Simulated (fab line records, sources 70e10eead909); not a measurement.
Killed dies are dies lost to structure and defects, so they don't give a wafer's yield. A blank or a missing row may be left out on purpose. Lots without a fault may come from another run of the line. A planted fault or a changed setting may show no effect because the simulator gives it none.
fab line records | flow nand_harc
record lots=12 wafers=33 last_day=33
route steps=1302 shown P_STI@87 P_GATE@124
lots that met no fault: from a run of the same line without faults
start_h: hours from the record's first day to the start of the lot's first wafer shown | wait_h: hours since the lot's step before | " the same as in the row above | L1.1+2: a row that stands for several wafers | - no value, or no start given | * or withheld: withheld | < > ~ a bound
route shown NAME@n: a module of which the file shows steps, and the number in the route of the first | usual: mean/standard deviation of fault-free wafers | same: alike in all rows | chamber/n: place in a boat | sites: the reading at each site | _std_site: their standard deviation | _edge_site: outer sites' mean less inner sites' | radius_mm: how far each site lies from the wafer's centre | mask NAME#n: copy n | behind: the tool/chamber that last shaped the wafer | hold: why the lot was held/for how many hours/how that ended | device: the transistor (n, p or np) that didn't switch | end of line: the same wafers' tests at the end of the route | a step without rows: its recipe alone | killed: dies lost to structure and defects at the first sort, not the wafer's yield | map: a wafer's dies, x killed, . not, _ none there
set.NAME: the setting as run; set.NAME@STEP: as run at that earlier step | model.NAME: the simulator's own value behind a step, which no gauge read
steps of the route over a sample of lots; a table a step, a row a wafer
services: from which hour (start_h, from the record's first day; less than 0 if before it) a tool's chamber was out of use, for how many hours, and why
## steps
# step NHARC_P_STI_DESCUM_14
# recipe time_s=3 o2_flow_sccm=200 ar_flow_sccm=0 bias_power_w=0 chemistry=O2
# usual chamber_pressure_mTorr=60.00/0.054 drypump_motor_current_A=5.4/0.52 oes_product_au=1.004/0.01 rf_vpp_V=57.8/0.82 run_length_s=23.8/0.32 showerhead_plenum_p_Torr=1.93/0.076 throttle_valve_pct=11.310/0.009
# columns lot.wafer tool chamber start_h wait_h chamber_pressure_mTorr drypump_motor_current_A oes_product_au rf_hours_counter_h rf_vpp_V run_length_s showerhead_plenum_p_Torr throttle_valve_pct
L734.3 rie_diel-12 3 64.39 - 59.97 5.1 1.011 5 58.5 24.0 1.96 11.310
L734.2 " 0 " " 59.99 5.2 1.019 7 58.6 23.7 1.99 11.302
L734.6 " 2 " " 60.03 5.4 1.014 - 58.4 23.9 1.86 11.315
L733.4 rie_diel-03 0 64.53 - 59.92 5.4 0.993 12 57.1 23.9 1.88 11.314
L733.2 " 1 " " 59.97 4.8 1.009 11 58.0 23.3 1.86 11.324
L733.6 " 1 " " 60.04 4.9 1.019 - 57.3 23.6 1.86 11.318
L738.3 rie_diel-06 3 105.21 - 60.03 5.9 1.019 7 59.4 23.2 2.02 11.327
L738.5 " 0 " " 60.11 5.5 0.997 - 59.2 23.8 1.98 11.313
L740.2 rie_diel-12 2 122.45 - 59.99 5.4 1.016 1 57.4 23.7 1.86 11.299
L740.5 " 2 " " 59.92 5.4 1.007 - 58.3 23.8 1.86 11.316
L741.1 rie_diel-12 3 134.55 - 59.97 5.0 0.978 1 57.1 23.8 1.96 11.307
L741.5 " 1 " " 60.04 6.0 1.013 - 58.7 23.6 1.94 11.295
L745.4 rie_diel-03 2 173.05 - 59.97 6.6 0.997 4 58.0 24.1 2.01 11.326
L745.1 " 3 " " 60.17 4.9 0.994 4 59.0 23.8 1.95 11.300
L745.3 " 0 " " 60.06 5.4 0.995 4 56.9 24.1 1.88 11.312
L746.2 rie_diel-03 2 183.70 - 59.98 6.6 1.011 5 57.6 23.9 2.01 11.325
L746.4 " 3 " " 60.06 4.9 1.006 5 58.3 24.0 1.95 11.302
L746.5 " 1 " " 60.06 4.9 0.998 - 56.0 24.0 1.86 11.325
L747.3 rie_diel-03 3 194.49 - 59.97 4.9 0.996 6 59.1 24.6 1.95 11.317
L747.1 " 1 " " 59.92 4.9 1.002 6 58.9 23.6 1.86 11.308
L747.6 " 2 " " 60.00 6.6 1.008 - 58.3 23.8 2.01 11.307
L751.3 rie_diel-12 3 234.47 - 60.04 5.1 1.001 7 58.4 23.6 1.95 11.314
L751.1 " 0 " " 60.02 5.2 1.003 7 59.8 24.0 1.98 11.308
L751.5 " 1 " " 59.88 6.0 0.998 - 59.2 23.7 1.94 11.317
L752.4 rie_diel-03 1 243.78 - 60.08 4.9 1.000 12 57.9 23.3 1.86 11.310
L752.2 " 3 " " 59.96 4.9 1.001 10 56.3 23.9 1.94 11.289
L752.6 " 1 " " 60.08 4.9 0.992 - 56.9 23.6 1.86 11.302
L753.2 rie_diel-03 0 255.06 - 59.99 5.4 1.007 12 56.8 24.0 1.87 11.310
L753.4 " 2 " " 59.99 6.6 0.997 12 57.9 24.1 2.00 11.310
L753.5 " 0 " " 60.07 5.4 1.001 - 58.2 23.8 1.87 11.296
L754.4 rie_diel-06 0 263.64 - 60.02 5.5 0.988 8 57.8 23.9 1.98 11.319
L754.6 " 1 " " 59.89 5.6 1.001 - 57.4 24.1 2.05 11.312
L754.5 " 2 " " 59.98 5.0 1.000 - 55.8 23.8 1.79 11.323
# step NHARC_P_STI_CMP_21
# recipe t_overpolish_s=20 target_thk_nm=380.67
# usual motor_current_A=11.8/1.1 overpolish_run_s=20.001/0.0095
# columns lot.wafer tool chamber start_h wait_h motor_current_A overpolish_run_s
L734.3 cmp-04 3 85.02 0.4 10.7 19.994
L734.2 " 0 " " 11.4 20.001
L734.6 " 2 " " 12.7 20.019
L733.4 cmp-02 0 85.02 0.4 12.3 19.996
L733.2 " 2 " " 12.1 20.000
L733.6 " 0 " " 13.0 20.006
L738.3 cmp-04 1 122.70 0.4 12.5 20.008
L738.5 " 0 " " 12.0 20.001
L740.2 cmp-01 3 142.10 0.4 11.2 19.995
L740.5 " 3 " " 10.5 19.991
L741.1 cmp-02 0 157.61 0.4 12.4 19.998
L741.5 " 0 " " 13.1 20.004
L745.1 cmp-04 2 191.28 0.4 11.9 20.007
L745.3 " 3 " " 11.0 19.994
L745.4 " 0 " " 12.4 19.999
L746.4 cmp-04 2 207.68 0.4 13.4 19.994
L746.2 " 0 " " 11.8 19.991
L746.5 " 1 " " 12.2 19.996
L747.1 cmp-02 3 212.16 0.4 12.0 19.999
L747.3 " 0 " " 13.2 19.993
L747.6 " 3 " " 12.4 19.993
L751.1 cmp-04 1 252.49 0.4 12.4 20.011
L751.3 " 3 " " 10.1 20.002
L751.5 " 1 " " 12.3 20.009
L752.4 cmp-04 3 261.86 0.4 10.5 19.995
L752.2 " 2 " " 12.3 20.000
L752.6 " 0 " " 11.6 20.008
L753.4 cmp-04 1 273.08 0.4 12.5 20.000
L753.2 " 2 " " 12.8 19.998
L753.5 " 0 " " 12.2 19.992
L754.4 cmp-04 0 285.39 0.4 11.9 20.000
L754.5 " 1 " " 12.6 19.997
L754.6 " 2 " " 12.7 20.003
# step NHARC_P_GATE_DESCUM_13
# recipe time_s=3 o2_flow_sccm=200 ar_flow_sccm=0 bias_power_w=0 chemistry=O2
# usual chamber_pressure_mTorr=60.01/0.054 drypump_motor_current_A=5.7/0.44 oes_product_au=0.997/0.0091 rf_vpp_V=57.8/0.93 run_length_s=24.0/0.35 showerhead_plenum_p_Torr=1.93/0.078 throttle_valve_pct=11.312/0.0094
# columns lot.wafer tool chamber start_h wait_h chamber_pressure_mTorr drypump_motor_current_A oes_product_au rf_hours_counter_h rf_vpp_V run_length_s showerhead_plenum_p_Torr throttle_valve_pct
L733.2 rie_diel-05 2 106.37 - 60.07 6.1 0.987 4.3 57.6 24.4 2.06 11.313
L733.4 " 3 " " 60.11 5.5 0.994 - 57.6 23.5 1.90 11.310
L733.6 " 2 " " 60.03 6.1 0.982 - 58.5 24.5 2.06 11.318
L734.3 rie_diel-04 0 106.39 - 59.99 5.9 1.002 5.8 58.5 23.7 1.89 11.322
L734.2 " 2 " " 60.09 6.4 0.990 5.4 58.4 24.4 2.00 11.325
L734.6 " 3 " " 60.00 5.9 0.988 - 58.7 24.5 1.91 11.319
L738.3 rie_diel-04 3 140.76 - 60.03 5.9 1.010 7.3 58.4 25.8 1.91 11.304
L738.5 " 3 " " 60.00 5.9 1.005 - 58.3 25.5 1.91 11.293
L740.2 rie_diel-04 3 159.46 - 60.06 5.9 1.004 8.6 57.4 25.6 1.91 11.315
L740.5 " 2 " " 60.12 6.4 0.990 - 57.6 26.3 2.00 11.308
L741.1 rie_diel-04 0 174.66 - 60.02 5.9 1.002 9.0 57.6 25.8 1.89 11.322
L741.5 " 0 " " 60.09 5.9 0.994 - 57.1 25.6 1.89 11.303
L745.1 rie_diel-10 2 209.23 - 60.06 5.4 1.014 9.6 57.4 24.2 2.02 11.322
L745.3 " 3 " " 59.96 6.0 0.984 8.8 58.8 24.7 2.02 11.315
L745.4 " 0 " " 60.03 5.4 1.002 9.2 56.7 24.3 1.80 11.322
L746.2 rie_diel-10 2 226.83 - 59.98 5.4 1.011 9.8 57.5 24.1 2.02 11.311
L746.4 " 3 " " 59.99 6.0 1.000 9.1 57.9 23.9 2.02 11.306
L746.5 " 2 " " 60.03 5.4 1.014 - 58.3 24.2 2.02 11.303
L747.1 rie_diel-04 1 226.87 - 59.89 4.9 0.994 1.4 58.3 24.3 1.83 11.326
L747.3 " 3 " " 60.11 5.9 1.005 2.1 58.5 24.0 1.91 11.317
L747.6 " 2 " " 60.01 6.3 0.984 - 58.0 24.0 2.00 11.309
L751.1 rie_diel-04 1 268.78 - 60.01 5.0 1.000 4.4 55.9 23.5 1.83 11.314
L751.3 " 0 " " 60.09 5.9 1.014 4.5 56.0 23.8 1.89 11.293
L751.5 " 1 " " 60.05 5.0 0.999 - 56.4 23.5 1.83 11.321
L752.2 rie_diel-04 1 281.82 - 59.97 4.9 1.003 4.9 56.7 23.6 1.83 11.327
L752.4 " 0 " " 59.94 5.9 1.016 4.9 59.0 24.3 1.89 11.318
L752.6 " 1 " " 59.96 4.9 0.999 - 57.1 23.9 1.83 11.316
L753.2 rie_diel-04 0 289.68 - 59.97 5.9 1.006 5.9 57.4 24.1 1.89 11.307
L753.4 " 1 " " 60.06 4.9 1.009 - 58.5 23.6 1.83 11.315
L753.5 " 2 " " 59.93 6.3 1.015 - 59.5 24.3 1.99 11.301
L754.4 rie_diel-10 0 304.06 - 59.98 5.4 0.980 2.1 56.9 24.0 1.80 11.314
L754.6 " 0 " " 59.96 5.4 0.980 - 56.4 23.8 1.79 11.289
L754.5 " 1 " " 60.04 5.2 0.998 - 57.6 24.0 1.88 11.307
# step NHARC_P_GATE_DESCUM_31
# recipe time_s=3 o2_flow_sccm=200 ar_flow_sccm=0 bias_power_w=0 chemistry=O2
# usual chamber_pressure_mTorr=60.01/0.049 drypump_motor_current_A=5.7/0.45 oes_product_au=1.000/0.0093 rf_vpp_V=57.9/0.86 run_length_s=24.0/0.31 showerhead_plenum_p_Torr=1.93/0.077 throttle_valve_pct=11.311/0.009
# columns lot.wafer tool chamber start_h wait_h chamber_pressure_mTorr drypump_motor_current_A oes_product_au rf_hours_counter_h rf_vpp_V run_length_s showerhead_plenum_p_Torr throttle_valve_pct
L734.3 rie_diel-04 3 121.52 0.1 60.02 5.9 1.003 7 57.7 24.1 1.91 11.307
L734.2 " 0 " " 60.00 5.9 1.004 7 58.4 23.8 1.89 11.294
L734.6 " 3 " " 60.05 5.9 1.002 - 57.7 24.3 1.91 11.321
L733.2 rie_diel-10 0 122.07 0.1 60.04 5.4 0.988 2 58.6 24.1 1.80 11.316
L733.4 " 1 " " 59.97 5.2 0.993 2 57.6 24.8 1.88 11.320
L733.6 " 3 " " 60.04 6.0 0.986 - 57.8 24.0 2.02 11.319
L738.3 rie_diel-10 0 156.52 0.1 60.06 5.5 0.986 4 57.7 24.2 1.80 11.309
L738.5 " 1 " " 59.94 5.2 0.993 - 57.7 24.1 1.88 11.309
L740.2 rie_diel-04 2 173.94 0.1 60.07 6.3 0.986 9 57.3 24.8 2.00 11.294
L740.5 " 1 " " 60.11 4.9 1.008 - 57.5 24.0 1.83 11.291
L741.1 rie_diel-04 2 191.40 0.1 59.98 6.4 0.998 0 57.5 24.7 2.00 11.317
L741.5 " 2 " " 60.02 6.4 0.996 - 57.9 24.0 2.00 11.306
L745.3 rie_diel-10 3 223.98 0.1 60.05 6.0 0.999 9 58.1 24.3 2.02 11.314
L745.4 " 0 " " 59.96 5.4 1.004 9 57.7 24.4 1.80 11.311
L745.1 " 2 " " 60.07 5.4 1.017 10 58.8 24.1 2.02 11.303
L746.2 rie_diel-10 1 240.88 0.1 60.11 5.3 0.988 11 57.9 23.9 1.88 11.312
L746.5 " 3 " " 60.05 6.0 0.991 - 57.8 24.1 2.02 11.329
L746.4 " 2 " " 59.97 5.4 1.000 - 57.3 24.1 2.02 11.318
L747.3 rie_diel-04 2 241.13 0.1 59.91 6.3 0.989 4 59.0 23.9 2.00 11.313
L747.1 " 0 " " 60.03 5.9 1.014 2 58.9 23.7 1.89 11.317
L747.6 " 2 " " 59.96 6.3 0.994 - 57.7 24.6 2.00 11.326
L751.1 rie_diel-10 2 287.20 0.1 59.93 5.4 1.014 0 58.3 24.1 2.02 11.315
L751.3 " 3 " " 60.09 6.0 1.004 1 58.3 24.2 2.02 11.305
L751.5 " 2 " " 59.97 5.4 1.018 - 57.8 23.8 2.02 11.304
L752.4 rie_diel-05 3 298.63 0.1 60.03 5.5 0.999 4 58.8 23.9 1.89 11.319
L752.2 " 1 " " 60.00 6.5 0.998 4 56.8 24.1 1.96 11.308
L752.6 " 2 " " 59.97 6.1 0.992 - 58.3 24.1 2.05 11.298
L753.2 rie_diel-05 2 305.72 0.1 60.03 6.1 0.998 5 58.8 24.4 2.05 11.310
L753.4 " 0 " " 60.02 5.5 1.017 4 56.3 23.1 1.88 11.310
L753.5 " 2 " " 59.95 6.1 0.995 - 59.1 24.1 2.05 11.321
L754.4 rie_diel-10 0 318.34 0.1 60.02 5.4 0.987 2 57.1 23.7 1.80 11.315
L754.5 " 3 " " 60.02 6.0 1.001 - 57.4 23.8 2.02 11.313
L754.6 " 0 " " 60.01 5.4 0.987 - 56.5 24.1 1.79 11.314
## services
# columns tool chamber start_h hours kind
rie_diel-03 3 53.04 4.4 repair
rie_diel-10 1 65.17 7.8 repair
rie_diel-10 - 65.50 9.0 pm
rie_diel-04 - 81.89 0.9 repair
rie_diel-03 0 92.55 7.2 repair
cmp-04 - 111.00 4.0 pm
cmp-04 - 136.42 0.9 repair
cmp-04 - 138.74 0.8 repair
rie_diel-04 1 139.22 2.7 repair
cmp-04 - 141.86 3.4 repair
rie_diel-04 1 147.59 6.8 repair
rie_diel-10 - 169.27 0.2 repair
rie_diel-04 - 177.95 9.0 pm
rie_diel-10 - 179.15 0.3 repair
rie_diel-04 1 203.98 4.9 repair
cmp-04 - 209.00 4.0 pm
cmp-04 - 216.17 2.2 repair
cmp-04 - 233.67 1.8 repair
rie_diel-10 0 236.19 6.3 repair
rie_diel-10 - 242.50 9.0 pm
rie_diel-10 2 258.04 8.0 repair
cmp-04 - 274.30 2.7 repair
rie_diel-04 3 288.71 6.8 repair
cmp-04 - 307.00 4.0 pm
## key
first_sign step=NHARC_P_GATE_DESCUM_13 reading=run_length_s direction=up sigmas=5 usual=* struck=*
effect none on later readings
met_at NHARC_P_GATE_DESCUM_13
struck_lots L738,L740,L741
tester_left_out L738,L740,L741
not_acting_at NHARC_P_STI_DESCUM_14,NHARC_P_STI_CMP_21,NHARC_P_GATE_DESCUM_31
onset_between 106.39 140.76
fault kind=process_parameter_drift tool=rie_diel-04 chamber=- onset_h=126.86 steps=NHARC_P_GATE_DESCUM_13 channel=time_s offset=* shape=step end_h=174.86 acts_in=* stated=*
# tester_left_out: of these lots the tester's yield and bins aren't shown, on N5 and GAA mostly nor the transistor test; their killed dies are dies lost to structure and defects alone, not to doping, threshold or leakage, so they don't give the yield
